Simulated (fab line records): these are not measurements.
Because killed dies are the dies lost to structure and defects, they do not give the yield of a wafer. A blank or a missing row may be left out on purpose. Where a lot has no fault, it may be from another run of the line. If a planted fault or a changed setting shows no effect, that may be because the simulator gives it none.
Chamber matching    flow nand harc    NHARC_A_CONTACT_ETCH_92 on rie diel-03 has 4 sister chambers
The step etches the open film in CH3F/O2, target depth 40 nm, time 85.7 s. 4 wafers are shown with their chamber, then 8 later ones without.

## EACH WAFER AND ITS CHAMBER
wafer   chamber  showerhead plenum p Torr (Torr)
L090.4  3        2.40
L090.5  0        2.63
L090.6  1        2.60
L091.4  2        2.46

## WAFERS WHOSE CHAMBER IS MISSING
wafer   showerhead plenum p Torr (Torr)
L091.5  2.46
L091.6  2.40
L091.1  2.40
L091.2  2.60
L091.3  2.63
L093.2  2.60
L093.3  2.63
L093.6  2.59

## WHICH CHAMBER EACH WENT THROUGH
wafer   from the rows above  in truth
L091.5  2                    2
L091.6  3                    3
L091.1  3                    3
L091.2  1                    1
L091.3  0                    0
L093.2  1                    1
L093.3  0                    0
L093.6  1                    1
8 of 8 placed correctly. Left unplaced by these rows: 0. Number placed wrongly: 0.
How it was worked out, from the rows above alone: a wafer's distance from a chamber is the root of the sum, over the readings, of the square of ((its reading less the chamber's mean) divided by the reading's scatter). The wafer belongs to the nearest chamber; if the next one is less than 2 further off, it can't be placed. For every chamber, the mean is computed from those of its wafers that are shown. The scatter: root of mean squared gap, hidden wafer to nearest shown wafer, with one shown wafer a chamber.
